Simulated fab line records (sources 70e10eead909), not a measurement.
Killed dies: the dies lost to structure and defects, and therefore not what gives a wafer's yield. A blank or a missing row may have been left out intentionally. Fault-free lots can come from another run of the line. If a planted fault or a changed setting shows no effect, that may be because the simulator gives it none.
fab line records    flow nandHarc    part 2 of 2: steps 5 to 6 of 6
record lots=18  wafers=54  lastDay=33
route steps=1302 shown A_STAIRCASE@809 A_SGD_CUT@907
lots that met no fault: taken from a fault-free run of the same line
startH: hours from the record's first day to the start of the lot's first wafer shown    waitH: time in hours since the lot's previous step    " unchanged from the row above    L1.1+2: a row that stands for several wafers    - either no value or no given start    * or withheld: withheld    < > ~ a bound
route shown NAME@n: a module of which the file shows steps, and the number in the route of the first    usual: mean/standard deviation taken from wafers without a fault    same: alike in all rows    chamber/n: place in a boat    sites: per-site readings    _std_site: standard deviation across them    _edge_site: outer sites' mean less inner sites'    radiusMm: how far each site lies from the wafer's centre    mask NAME#n: copy n    behind: the tool/chamber that last shaped the wafer    hold: why the lot was held/for how many hours/how that ended    device: transistor that didn't switch, given as n, p or np    end of line: the route-end tests of the same wafers    a step given without rows: its recipe and nothing more    killed: the dies lost at the first sort to structure and to defects; this is not the yield of the wafer    map: dies across one wafer; x = killed, . = not, _ = none there
set.NAME: the setting as run; set.NAME@STEP: as run at that earlier step    model.NAME: the simulator's own value behind a step, which no gauge read
route steps across a sampled set of lots; one table per step, one row per wafer
services: a tool's chamber out of use, with start hour (startH, from the record's first day; less than 0 if before it), hours out, and reason
## steps
# step NHARC_A_STAIRCASE_INSPECT_155
# usual rawDefectCount=397/100
lot.wafer  tool              chamber  startH  waitH  rawDefectCount
L076.1     defectInspect-01  -        445.36  0.1    704
L076.3     "                 -        "       "      706
L076.6     "                 -        "       "      856
L077.1     defectInspect-01  -        472.52  0.1    303
L077.5     "                 -        "       "      290
L077.6     "                 -        "       "      321
L079.2     defectInspect-02  -        472.65  0.1    371
L079.3     "                 -        "       "      283
L079.5     "                 -        "       "      491
L078.2     defectInspect-02  -        472.79  0.1    616
L078.4     "                 -        "       "      413
L078.5     "                 -        "       "      419
L081.1     defectInspect-02  -        514.16  0.1    314
L081.2     "                 -        "       "      330
L081.3     "                 -        "       "      262
L082.4     defectInspect-01  -        514.32  0.1    563
L082.5     "                 -        "       "      523
L082.6     "                 -        "       "      495
L083.3     defectInspect-02  -        536.36  0.1    342
L083.5     "                 -        "       "      280
L083.6     "                 -        "       "      410
L085.1     defectInspect-02  -        546.27  0.1    378
L085.4     "                 -        "       "      324
L085.6     "                 -        "       "      343
L086.1     defectInspect-02  -        552.76  0.1    314
L086.2     "                 -        "       "      479
L086.6     "                 -        "       "      345
L088.1     defectInspect-02  -        568.34  0.1    546
L088.2     "                 -        "       "      495
L088.4     "                 -        "       "      500
L087.1     defectInspect-02  -        568.55  0.1    431
L087.3     "                 -        "       "      393
L087.4     "                 -        "       "      444
L089.2     defectInspect-01  -        584.13  0.1    324
L089.3     "                 -        "       "      429
L089.6     "                 -        "       "      380
L091.1     defectInspect-01  -        587.52  0.1    501
L091.4     "                 -        "       "      395
L091.6     "                 -        "       "      386
L090.3     defectInspect-01  -        596.60  0.1    252
L090.5     "                 -        "       "      328
L090.6     "                 -        "       "      470
L093.1     defectInspect-02  -        617.53  0.1    414
L093.4     "                 -        "       "      452
L093.5     "                 -        "       "      318
L095.2     defectInspect-01  -        638.20  0.1    356
L095.4     "                 -        "       "      305
L095.5     "                 -        "       "      336
L096.1     defectInspect-01  -        638.64  0.1    393
L096.4     "                 -        "       "      410
L096.5     "                 -        "       "      482
L097.2     defectInspect-01  -        663.38  0.1    301
L097.3     "                 -        "       "      325
L097.6     "                 -        "       "      392
# step NHARC_A_SGD_CUT_ETCH_15
# recipe targetDepthA=750  timeS=64.3  ch3fFlowSccm=50  o2FlowSccm=30  arFlowSccm=200  rfW=500  biasW=100  chemistry=CH3F/O2
# usual chamberPressureMTorr=24.996/0.023  drypumpMotorCurrentA=6.0/0.41  mfcArSccm=199.9/0.63  oesProductAu=0.959/0.015  rfFwdPowerW=495.0/1.8  rfVppV=263.4/1.4  showerheadPlenumPTorr=2.43/0.078  throttleValvePct=20.663/0.0091
lot.wafer  tool        chamber  startH  waitH  chamberPressureMTorr  drypumpMotorCurrentA  mfcArSccm  oesProductAu  rfFwdPowerW  rfHoursCounterH  rfVppV  showerheadPlenumPTorr  throttleValvePct
L076.3     rieDiel-07  2        -       -      25.000                6.5                   200.3      0.970         495.9        7                265.6   2.58                   20.669
L076.1     "           3        "       "      24.967                5.5                   199.5      0.951         497.5        8                264.8   2.47                   20.664
L076.6     "           3        "       "      25.000                5.4                   199.0      0.952         498.0        -                264.7   2.47                   20.653
L077.1     rieDiel-06  1        -       -      24.978                6.2                   200.1      0.963         494.0        8                263.8   2.43                   20.658
L077.5     "           3        "       "      25.001                6.3                   200.0      0.969         493.9        -                264.9   2.53                   20.661
L077.6     "           0        "       "      25.005                6.0                   199.7      0.947         493.6        -                264.0   2.48                   20.656
L078.4     rieDiel-06  1        -       -      24.946                6.2                   199.4      0.952         498.1        8                264.7   2.43                   20.644
L078.2     "           2        "       "      24.985                6.3                   200.3      0.965         494.8        10               261.6   2.32                   20.664
L078.5     "           1        "       "      25.003                6.2                   199.4      0.954         497.4        -                263.0   2.43                   20.664
L079.2     rieDiel-10  1        -       -      24.958                5.6                   199.1      0.973         496.2        5                261.8   2.38                   20.665
L079.3     "           2        "       "      24.991                4.9                   200.3      0.985         497.5        6                262.2   2.35                   20.648
L079.5     "           1        "       "      24.980                5.6                   200.1      0.978         497.3        -                261.6   2.38                   20.674
L081.3     rieDiel-06  2        -       -      24.984                6.2                   200.8      0.943         496.3        1                261.0   2.32                   20.658
L081.2     "           3        "       "      24.987                6.3                   199.8      0.963         496.4        1                263.6   2.53                   20.670
L081.1     "           1        "       "      25.016                6.2                   199.7      0.953         495.4        2                264.0   2.43                   20.658
L082.4     rieDiel-10  3        -       -      24.997                6.3                   200.5      0.960         495.5        10               263.4   2.38                   20.653
L082.5     "           2        "       "      24.963                4.9                   200.2      0.975         494.6        -                260.8   2.35                   20.663
L082.6     "           3        "       "      24.997                6.3                   200.3      0.965         494.2        -                262.3   2.38                   20.678
L083.3     rieDiel-07  0        -       -      25.030                5.9                   200.1      0.950         491.6        3                263.4   2.46                   20.660
L083.6     "           0        "       "      24.959                5.9                   200.0      0.960         490.6        -                263.4   2.46                   20.659
L083.5     "           1        "       "      24.949                6.1                   200.5      0.975         493.9        -                261.8   2.33                   20.655
L085.4     rieDiel-07  0        -       -      24.959                5.9                   199.9      0.955         491.6        3                264.3   2.46                   20.677
L085.1     "           2        "       "      24.999                6.5                   198.9      0.984         492.6        4                265.4   2.58                   20.653
L085.6     "           0        "       "      24.969                5.9                   200.2      0.957         489.8        -                264.7   2.46                   20.663
L086.2     rieDiel-06  1        -       -      24.956                6.2                   201.4      0.945         495.1        4                262.8   2.43                   20.666
L086.1     "           2        "       "      25.034                6.3                   200.4      0.959         493.3        3                261.0   2.32                   20.653
L086.6     "           1        "       "      24.992                6.2                   200.9      0.947         495.5        -                262.4   2.43                   20.670
L088.2     rieDiel-07  3        -       -      24.979                5.4                   199.4      0.947         494.4        6                264.3   2.47                   20.669
L088.1     "           0        "       "      24.972                5.9                   199.9      0.954         491.2        5                265.2   2.46                   20.663
L088.4     "           1        "       "      24.993                6.2                   199.5      0.977         494.5        5                263.0   2.33                   20.649
L087.4     rieDiel-06  3        -       -      24.945                6.3                   200.6      0.939         494.0        4                263.3   2.53                   20.664
L087.3     "           1        "       "      24.995                6.2                   200.8      0.916         495.9        4                264.0   2.43                   20.658
L087.1     "           2        "       "      25.013                6.2                   199.6      0.933         495.5        4                263.0   2.32                   20.667
L089.2     rieDiel-07  1        -       -      24.945                6.2                   199.2      0.968         493.8        6                260.4   2.33                   20.681
L089.3     "           3        "       "      25.032                5.4                   199.0      0.947         497.1        7                263.8   2.47                   20.656
L089.6     "           1        "       "      25.024                6.2                   200.0      0.955         493.0        -                260.9   2.33                   20.672
L091.4     rieDiel-10  2        -       -      25.048                4.9                   199.9      0.973         496.3        15               261.5   2.35                   20.666
L091.1     "           3        "       "      25.001                6.3                   199.8      0.976         496.2        16               261.9   2.37                   20.668
L091.6     "           2        "       "      25.013                5.0                   199.6      0.978         497.2        -                261.9   2.35                   20.670
L090.3     rieDiel-06  1        -       -      24.981                6.2                   199.3      0.952         494.3        6                262.8   2.43                   20.654
L090.5     "           3        "       "      24.983                6.3                   200.3      0.976         494.2        -                264.9   2.53                   20.654
L090.6     "           0        "       "      24.991                6.0                   200.3      0.990         495.6        -                263.1   2.48                   20.661
L093.1     rieDiel-10  3        -       -      24.980                6.3                   199.7      0.976         495.1        2                262.9   2.37                   20.668
L093.4     "           1        "       "      24.999                5.6                   200.8      0.954         494.3        2                261.9   2.37                   20.657
L093.5     "           3        "       "      25.001                6.3                   199.2      0.982         494.0        -                261.5   2.37                   20.655
L095.4     rieDiel-10  1        -       -      24.990                5.7                   201.2      0.943         494.7        3                263.7   2.37                   20.664
L095.2     "           2        "       "      24.999                5.0                   200.2      0.970         498.9        4                261.6   2.34                   20.669
L095.5     "           1        "       "      25.007                5.6                   200.2      0.943         493.4        -                262.3   2.37                   20.657
L096.1     rieDiel-06  2        -       -      25.024                6.2                   198.7      0.913         492.8        7                262.9   2.32                   20.666
L096.4     "           3        "       "      25.005                6.3                   200.0      0.933         495.2        7                265.9   2.52                   20.667
L096.5     "           1        "       "      24.975                6.2                   199.9      0.915         494.9        -                263.8   2.43                   20.668
L097.2     rieDiel-07  1        -       -      24.986                6.2                   200.3      0.968         494.9        1                261.6   2.33                   20.656
L097.3     "           2        "       "      24.985                6.5                   200.4      0.985         492.7        1                264.8   2.58                   20.673
L097.6     "           1        "       "      24.988                6.2                   199.1      0.966         495.6        -                261.2   2.33                   20.664
## services
tool        chamber  startH  hours  kind
rieDiel-09  -        382.34  0.5    repair
rieDiel-09  1        402.16  8.5    repair
rieDiel-02  0        426.05  19.7   repair
rieDiel-06  3        433.75  5.8    repair
rieDiel-12  1        434.40  1.4    repair
rieDiel-06  0        439.41  8.5    repair
rieDiel-12  -        446.70  9.0    pm
cmp-03      -        456.00  4.0    pm
rieDiel-06  1        456.94  2.4    repair
cmp-03      -        478.51  1.1    repair
rieDiel-06  1        478.79  8.3    repair
rieDiel-06  -        484.22  9.0    pm
rieDiel-09  -        492.81  0.4    repair
rieDiel-09  -        499.27  9.0    pm
rieDiel-06  0        510.99  9.3    repair
rieDiel-09  3        516.98  9.6    repair
cmp-03      -        554.00  4.0    pm
rieDiel-09  -        569.71  7.4    repair
cmp-03      -        575.63  0.4    repair
rieDiel-06  1        604.71  6.5    repair
rieDiel-12  -        617.72  0.5    repair
rieDiel-12  -        623.70  9.0    pm
cmp-03      -        652.00  4.0    pm
rieDiel-06  -        661.22  9.0    pm
